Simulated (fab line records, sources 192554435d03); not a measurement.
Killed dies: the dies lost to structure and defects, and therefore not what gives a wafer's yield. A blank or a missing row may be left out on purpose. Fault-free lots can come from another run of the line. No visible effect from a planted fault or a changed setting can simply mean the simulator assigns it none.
What tool caused it? / flow n5-finfet / Sampling: 10 lots, 26 wafers, 6 of 1938 route steps

WHAT EACH GAUGE READ, for each wafer
N5_HKMG_FIN_INSPECT_14: inspects for defects (macro).
lot=L551; measured=day 4 11:37; on=defect-inspect-01; raw-defect-count=3 1
lot=L552; measured=day 4 18:06; on=defect-inspect-02; raw-defect-count=3 2
lot=L553; measured=day 4 23:22; on=defect-inspect-01; raw-defect-count=2 5
lot=L557; measured=day 5 23:19; on=defect-inspect-01; raw-defect-count=7 2
lot=L564; measured=day 7 16:11; on=defect-inspect-02; raw-defect-count=17 20 22
lot=L565; measured=day 7 21:07; on=defect-inspect-02; raw-defect-count=17 27 14
lot=L566; measured=day 8 02:09; on=defect-inspect-01; raw-defect-count=19 22 17
lot=L571; measured=day 9 10:01; on=defect-inspect-02; raw-defect-count=2 1 2
lot=L572; measured=day 9 17:38; on=defect-inspect-01; raw-defect-count=2 1 3
lot=L573; measured=day 9 20:02; on=defect-inspect-01; raw-defect-count=1 1 2

N5_BEOL_M4_RC_MEAS_101.
lot=L551; measured=day 8 02:11; on=prober-02; DIBL_N (mV/V)=37.0 38.1; DIBL_P (mV/V)=38.6 39.7; IOFF_N (nA/um)=0.17 0.18; IOFF_P (nA/um)=0.23 0.26; ION_N (uA/um)=691 667; ION_P (uA/um)=466 458; SS_N (mV/dec)=72.8 72.8; SS_P (mV/dec)=74.1 74.7; VT_N (mV)=247 251; VT_P (mV)=-251 -249
lot=L552; measured=day 8 05:43; on=prober-01; DIBL_N (mV/V)=34.7 38.8; DIBL_P (mV/V)=34.3 37.2; IOFF_N (nA/um)=0.14 0.21; IOFF_P (nA/um)=0.18 0.21; ION_N (uA/um)=698 670; ION_P (uA/um)=476 459; SS_N (mV/dec)=71.2 73.5; SS_P (mV/dec)=72.8 73.6; VT_N (mV)=254 247; VT_P (mV)=-251 -253
lot=L553; measured=day 8 13:19; on=prober-01; DIBL_N (mV/V)=36.9 37.5; DIBL_P (mV/V)=37.5 39.2; IOFF_N (nA/um)=0.16 0.18; IOFF_P (nA/um)=0.20 0.23; ION_N (uA/um)=657 670; ION_P (uA/um)=451 455; SS_N (mV/dec)=72.8 72.1; SS_P (mV/dec)=73.8 74.4; VT_N (mV)=251 249; VT_P (mV)=-256 -250
lot=L557; measured=day 9 12:52; on=prober-02; DIBL_N (mV/V)=36.8 38.7; DIBL_P (mV/V)=37.1 38.1; IOFF_N (nA/um)=0.14 0.19; IOFF_P (nA/um)=0.24 0.25; ION_N (uA/um)=645 679; ION_P (uA/um)=448 464; SS_N (mV/dec)=70.6 71.8; SS_P (mV/dec)=73.9 73.3; VT_N (mV)=254 247; VT_P (mV)=-251 -249
lot=L571; measured=day 13 06:29; on=prober-02; DIBL_N (mV/V)=39.4 37.3 37.4; DIBL_P (mV/V)=38.3 34.9 36.5; IOFF_N (nA/um)=0.23 0.18 0.18; IOFF_P (nA/um)=0.24 0.19 0.20; ION_N (uA/um)=708 685 693; ION_P (uA/um)=470 465 467; SS_N (mV/dec)=72.3 71.6 72.1; SS_P (mV/dec)=74.6 72.8 73.8; VT_N (mV)=244 248 247; VT_P (mV)=-249 -250 -251
lot=L572; measured=day 13 17:25; on=prober-01; DIBL_N (mV/V)=39.4 34.4 39.7; DIBL_P (mV/V)=39.4 34.4 40.4; IOFF_N (nA/um)=0.22 0.12 0.23; IOFF_P (nA/um)=0.25 0.18 0.28; ION_N (uA/um)=683 672 697; ION_P (uA/um)=457 465 474; SS_N (mV/dec)=72.8 71.4 72.3; SS_P (mV/dec)=74.8 73.1 74.5; VT_N (mV)=244 251 241; VT_P (mV)=-249 -254 -249
lot=L573; measured=day 13 19:04; on=prober-02; DIBL_N (mV/V)=37.1 35.2 38.5; DIBL_P (mV/V)=36.8 35.5 38.6; IOFF_N (nA/um)=0.19 0.13 0.20; IOFF_P (nA/um)=0.20 0.18 0.23; ION_N (uA/um)=668 659 673; ION_P (uA/um)=454 452 457; SS_N (mV/dec)=72.8 71.5 72.3; SS_P (mV/dec)=73.0 73.1 74.2; VT_N (mV)=248 251 248; VT_P (mV)=-253 -253 -249

WHAT TOOL EACH LOT RAN ON (gives the tool, then ch and the chambers of the sampled wafers, and finally the start)
lot=L551; N5_HKMG_FIN_HK_ANNEAL_02=rtp-anneal-02 ch 0, day 4 07:28; N5_HKMG_FIN_ETCH_54=rie-diel-05 ch 1,2, day 4 08:19; N5_HKMG_FIN_STRIP_60=plasma-asher-01 ch 0,1, day 4 09:09; N5_HKMG_FIN_CVD_62=thermal-cvd-si-01 ch 1,2, day 4 10:00
lot=L552; N5_HKMG_FIN_HK_ANNEAL_02=rtp-anneal-02 ch 0, day 4 13:55; N5_HKMG_FIN_ETCH_54=rie-diel-04 ch 1,3, day 4 14:38; N5_HKMG_FIN_STRIP_60=plasma-asher-01 ch 0, day 4 15:29; N5_HKMG_FIN_CVD_62=thermal-cvd-si-02 ch 0, day 4 16:29
lot=L553; N5_HKMG_FIN_HK_ANNEAL_02=rtp-anneal-01 ch 0, day 4 19:07; N5_HKMG_FIN_ETCH_54=rie-diel-06 ch 0,1, day 4 19:58; N5_HKMG_FIN_STRIP_60=plasma-asher-02 ch 0,1, day 4 20:48; N5_HKMG_FIN_CVD_62=thermal-cvd-si-01 ch 1,2, day 4 21:39
lot=L557; N5_HKMG_FIN_HK_ANNEAL_02=rtp-anneal-01 ch 0, day 5 19:11; N5_HKMG_FIN_ETCH_54=rie-diel-06 ch 0,3, day 5 20:08; N5_HKMG_FIN_STRIP_60=plasma-asher-02 ch 0, day 5 20:59; N5_HKMG_FIN_CVD_62=thermal-cvd-si-01 ch 0, day 5 21:50
lot=L564; N5_HKMG_FIN_HK_ANNEAL_02=rtp-anneal-01 ch 0, day 7 12:03; N5_HKMG_FIN_ETCH_54=rie-diel-06 ch 1,2, day 7 12:58; N5_HKMG_FIN_STRIP_60=plasma-asher-02 ch 0,1, day 7 13:56; N5_HKMG_FIN_CVD_62=thermal-cvd-si-01 ch 0,2, day 7 14:40
lot=L565; N5_HKMG_FIN_HK_ANNEAL_02=rtp-anneal-01 ch 0, day 7 17:02; N5_HKMG_FIN_ETCH_54=rie-diel-05 ch 1,2, day 7 17:48; N5_HKMG_FIN_STRIP_60=plasma-asher-02 ch 0,1, day 7 18:38; N5_HKMG_FIN_CVD_62=thermal-cvd-si-02 ch 0,1,2, day 7 19:29
lot=L566; N5_HKMG_FIN_HK_ANNEAL_02=rtp-anneal-02 ch 0, day 7 22:11; N5_HKMG_FIN_ETCH_54=rie-diel-05 ch 0,1,2, day 7 22:54; N5_HKMG_FIN_STRIP_60=plasma-asher-02 ch 0,1, day 7 23:45; N5_HKMG_FIN_CVD_62=thermal-cvd-si-01 ch 1,2, day 8 00:35
lot=L571; N5_HKMG_FIN_HK_ANNEAL_02=rtp-anneal-01 ch 0, day 9 05:32; N5_HKMG_FIN_ETCH_54=rie-diel-06 ch 0,1,3, day 9 06:26; N5_HKMG_FIN_STRIP_60=plasma-asher-01 ch 0,1, day 9 07:34; N5_HKMG_FIN_CVD_62=thermal-cvd-si-02 ch 1,2, day 9 08:25
lot=L572; N5_HKMG_FIN_HK_ANNEAL_02=rtp-anneal-02 ch 0, day 9 12:37; N5_HKMG_FIN_ETCH_54=rie-diel-04 ch 1,2,3, day 9 13:52; N5_HKMG_FIN_STRIP_60=plasma-asher-01 ch 0,1, day 9 14:53; N5_HKMG_FIN_CVD_62=thermal-cvd-si-01 ch 0,2, day 9 15:44
lot=L573; N5_HKMG_FIN_HK_ANNEAL_02=rtp-anneal-02 ch 0, day 9 15:41; N5_HKMG_FIN_ETCH_54=rie-diel-05 ch 0,1,3, day 9 16:44; N5_HKMG_FIN_STRIP_60=plasma-asher-01 ch 0,1, day 9 17:35; N5_HKMG_FIN_CVD_62=thermal-cvd-si-02 ch 0,1,2, day 9 18:26
- N5_HKMG_FIN_HK_ANNEAL_02: time 30 s.
- N5_HKMG_FIN_ETCH_54: etches SiARC in CF4, target depth 45.5 nm, time 75.8 s.
- N5_HKMG_FIN_STRIP_60: strips in N2/H2, time 360 s.
- N5_HKMG_FIN_CVD_62: deposits a-Si from Si2H6, target thk 3 nm, time 20.8 s.

AS READ BY THE TOOLS THEMSELVES (means over the sampled wafers that have a number; for cases with no such wafer, the mark the record gives instead)
N5_HKMG_FIN_HK_ANNEAL_02.
lot=L551; tool=rtp-anneal-02; lamp-power-pct (%)=8.82; wafer_temp_C_max=703.2
lot=L552; tool=rtp-anneal-02; lamp-power-pct (%)=8.73; wafer_temp_C_max=701.8
lot=L553; tool=rtp-anneal-01; lamp-power-pct (%)=8.78; wafer_temp_C_max=702.2
lot=L557; tool=rtp-anneal-01; lamp-power-pct (%)=8.84; wafer_temp_C_max=703.1
lot=L564; tool=rtp-anneal-01; lamp-power-pct (%)=8.84; wafer_temp_C_max=703.6
lot=L565; tool=rtp-anneal-01; lamp-power-pct (%)=8.82; wafer_temp_C_max=702.9
lot=L566; tool=rtp-anneal-02; lamp-power-pct (%)=8.80; wafer_temp_C_max=703.3
lot=L571; tool=rtp-anneal-01; lamp-power-pct (%)=8.79; wafer_temp_C_max=702.5
lot=L572; tool=rtp-anneal-02; lamp-power-pct (%)=8.83; wafer_temp_C_max=702.6
lot=L573; tool=rtp-anneal-02; lamp-power-pct (%)=8.82; wafer_temp_C_max=702.8

N5_HKMG_FIN_ETCH_54.
lot=L551; tool=rie-diel-05; drypump-motor-current-A (A)=5.7; etch-rf-on-time-s (s)=74; mfc-ar-sccm (sccm)=100.53; oes-product-au (a.u.)=0.69; rf-vpp-V (V)=186.7; showerhead-plenum-p-Torr (Torr)=2.25; throttle-valve-pct (%)=15.70
lot=L552; tool=rie-diel-04; drypump-motor-current-A (A)=5.2; etch-rf-on-time-s (s)=76; mfc-ar-sccm (sccm)=100.12; oes-product-au (a.u.)=0.60; rf-vpp-V (V)=185.3; showerhead-plenum-p-Torr (Torr)=2.17; throttle-valve-pct (%)=15.86
lot=L553; tool=rie-diel-06; drypump-motor-current-A (A)=5.9; etch-rf-on-time-s (s)=81; mfc-ar-sccm (sccm)=99.88; oes-product-au (a.u.)=0.62; rf-vpp-V (V)=184.1; showerhead-plenum-p-Torr (Torr)=2.16; throttle-valve-pct (%)=15.53
lot=L557; tool=rie-diel-06; drypump-motor-current-A (A)=5.8; etch-rf-on-time-s (s)=76; mfc-ar-sccm (sccm)=100.18; oes-product-au (a.u.)=0.67; rf-vpp-V (V)=184.3; showerhead-plenum-p-Torr (Torr)=2.16; throttle-valve-pct (%)=15.62
lot=L564; tool=rie-diel-06; drypump-motor-current-A (A)=6.1; etch-rf-on-time-s (s)=78; mfc-ar-sccm (sccm)=99.81; oes-product-au (a.u.)=0.61; rf-vpp-V (V)=184.9; showerhead-plenum-p-Torr (Torr)=2.16; throttle-valve-pct (%)=15.55
lot=L565; tool=rie-diel-05; drypump-motor-current-A (A)=6.0; etch-rf-on-time-s (s)=73; mfc-ar-sccm (sccm)=99.78; oes-product-au (a.u.)=0.68; rf-vpp-V (V)=184.6; showerhead-plenum-p-Torr (Torr)=2.24; throttle-valve-pct (%)=15.68
lot=L566; tool=rie-diel-05; drypump-motor-current-A (A)=5.9; etch-rf-on-time-s (s)=74; mfc-ar-sccm (sccm)=100.08; oes-product-au (a.u.)=0.66; rf-vpp-V (V)=185.3; showerhead-plenum-p-Torr (Torr)=2.23; throttle-valve-pct (%)=15.69
lot=L571; tool=rie-diel-06; drypump-motor-current-A (A)=5.9; etch-rf-on-time-s (s)=77; mfc-ar-sccm (sccm)=100.20; oes-product-au (a.u.)=0.62; rf-vpp-V (V)=183.6; showerhead-plenum-p-Torr (Torr)=2.14; throttle-valve-pct (%)=15.71
lot=L572; tool=rie-diel-04; drypump-motor-current-A (A)=5.1; etch-rf-on-time-s (s)=76; mfc-ar-sccm (sccm)=99.89; oes-product-au (a.u.)=0.65; rf-vpp-V (V)=185.2; showerhead-plenum-p-Torr (Torr)=2.16; throttle-valve-pct (%)=15.79
lot=L573; tool=rie-diel-05; drypump-motor-current-A (A)=5.6; etch-rf-on-time-s (s)=74; mfc-ar-sccm (sccm)=99.77; oes-product-au (a.u.)=0.75; rf-vpp-V (V)=185.9; showerhead-plenum-p-Torr (Torr)=2.23; throttle-valve-pct (%)=15.45

N5_HKMG_FIN_STRIP_60.
lot=L551; tool=plasma-asher-01; drypump-motor-current-A (A)=5.56; h2-flow-sccm (sccm)=3246; heater-power-w (W)=492; n2-flow-sccm (sccm)=1746; temp-c (C)=299.87
lot=L552; tool=plasma-asher-01; drypump-motor-current-A (A)=5.19; h2-flow-sccm (sccm)=3250; heater-power-w (W)=486; n2-flow-sccm (sccm)=1752; temp-c (C)=300.17
lot=L553; tool=plasma-asher-02; drypump-motor-current-A (A)=5.47; h2-flow-sccm (sccm)=3264; heater-power-w (W)=436; n2-flow-sccm (sccm)=1750; temp-c (C)=300.09
lot=L557; tool=plasma-asher-02; drypump-motor-current-A (A)=5.54; h2-flow-sccm (sccm)=3245; heater-power-w (W)=448; n2-flow-sccm (sccm)=1746; temp-c (C)=299.98
lot=L564; tool=plasma-asher-02; drypump-motor-current-A (A)=-; h2-flow-sccm (sccm)=-; heater-power-w (W)=-; n2-flow-sccm (sccm)=-; temp-c (C)=-
lot=L565; tool=plasma-asher-02; drypump-motor-current-A (A)=-; h2-flow-sccm (sccm)=-; heater-power-w (W)=-; n2-flow-sccm (sccm)=-; temp-c (C)=-
lot=L566; tool=plasma-asher-02; drypump-motor-current-A (A)=-; h2-flow-sccm (sccm)=-; heater-power-w (W)=-; n2-flow-sccm (sccm)=-; temp-c (C)=-
lot=L571; tool=plasma-asher-01; drypump-motor-current-A (A)=5.69; h2-flow-sccm (sccm)=3248; heater-power-w (W)=482; n2-flow-sccm (sccm)=1746; temp-c (C)=299.79
lot=L572; tool=plasma-asher-01; drypump-motor-current-A (A)=5.45; h2-flow-sccm (sccm)=3248; heater-power-w (W)=486; n2-flow-sccm (sccm)=1754; temp-c (C)=300.16
lot=L573; tool=plasma-asher-01; drypump-motor-current-A (A)=5.71; h2-flow-sccm (sccm)=3252; heater-power-w (W)=489; n2-flow-sccm (sccm)=1748; temp-c (C)=300.09

N5_HKMG_FIN_CVD_62.
lot=L551; tool=thermal-cvd-si-01; heater-power-outer-w (W)=870; heater-power-w (W)=1316
lot=L552; tool=thermal-cvd-si-02; heater-power-outer-w (W)=945; heater-power-w (W)=1396
lot=L553; tool=thermal-cvd-si-01; heater-power-outer-w (W)=879; heater-power-w (W)=1297
lot=L557; tool=thermal-cvd-si-01; heater-power-outer-w (W)=814; heater-power-w (W)=1288
lot=L564; tool=thermal-cvd-si-01; heater-power-outer-w (W)=835; heater-power-w (W)=1266
lot=L565; tool=thermal-cvd-si-02; heater-power-outer-w (W)=927; heater-power-w (W)=1391
lot=L566; tool=thermal-cvd-si-01; heater-power-outer-w (W)=873; heater-power-w (W)=1275
lot=L571; tool=thermal-cvd-si-02; heater-power-outer-w (W)=909; heater-power-w (W)=1436
lot=L572; tool=thermal-cvd-si-01; heater-power-outer-w (W)=838; heater-power-w (W)=1262
lot=L573; tool=thermal-cvd-si-02; heater-power-outer-w (W)=928; heater-power-w (W)=1439

THE ANSWER, worked out from the rows above alone
Rule: usual is defined by the lots themselves. Put in order of their means at a reading, lots are off if they are a third of the lots or fewer, leave a main group of 4 or more, and stand apart from it by a gap of 3 or more times the standard deviation of the main group's means; of several such gaps the widest counts. A main group whose means are all the same, to the digits that the tables above print for the reading, isn't used. Also off: a lot with no number at a reading for which 4 or more lots have one. Where the step has rows for the other lots, those lots are counted as sound. First the gauges in route order, then the tools' own readings, where a lot's mean is used as printed above. The first step at which some lot is off is used, and at that step the reading that is off furthest; a lot without a number counts as furthest.
Off, at N5_HKMG_FIN_INSPECT_14 on raw-defect-count: L564, L565, L566. Mean 2.5 and standard deviation 1 in the main group.
A tool fits if, at a process step before that reading, it ran every lot that is off, and no sound lot after the first of them. The gauges at N5_HKMG_FIN_INSPECT_14 aren't tried: what is off there is off at N5_HKMG_FIN_STRIP_60 too, on other tools, and a gauge's error can't cause that. One fits: N5_HKMG_FIN_STRIP_60 on plasma-asher-02. Its last sound lot is L557 (day 5 20:59), its first lot that is off L564 (day 7 13:56): a fault that began between those two fits.
Blank at N5_HKMG_FIN_STRIP_60 on the lots that are off, where sound lots have numbers: drypump-motor-current-A, h2-flow-sccm, heater-power-w, n2-flow-sccm, temp-c.

WHAT HAD BEEN PUT IN BY THE SIMULATOR
At N5_HKMG_FIN_STRIP_60, the step was skipped entirely on plasma-asher-02 from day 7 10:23 on. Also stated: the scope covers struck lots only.
Struck lots among those shown: L564, L565, L566. Same finding as the rule above.
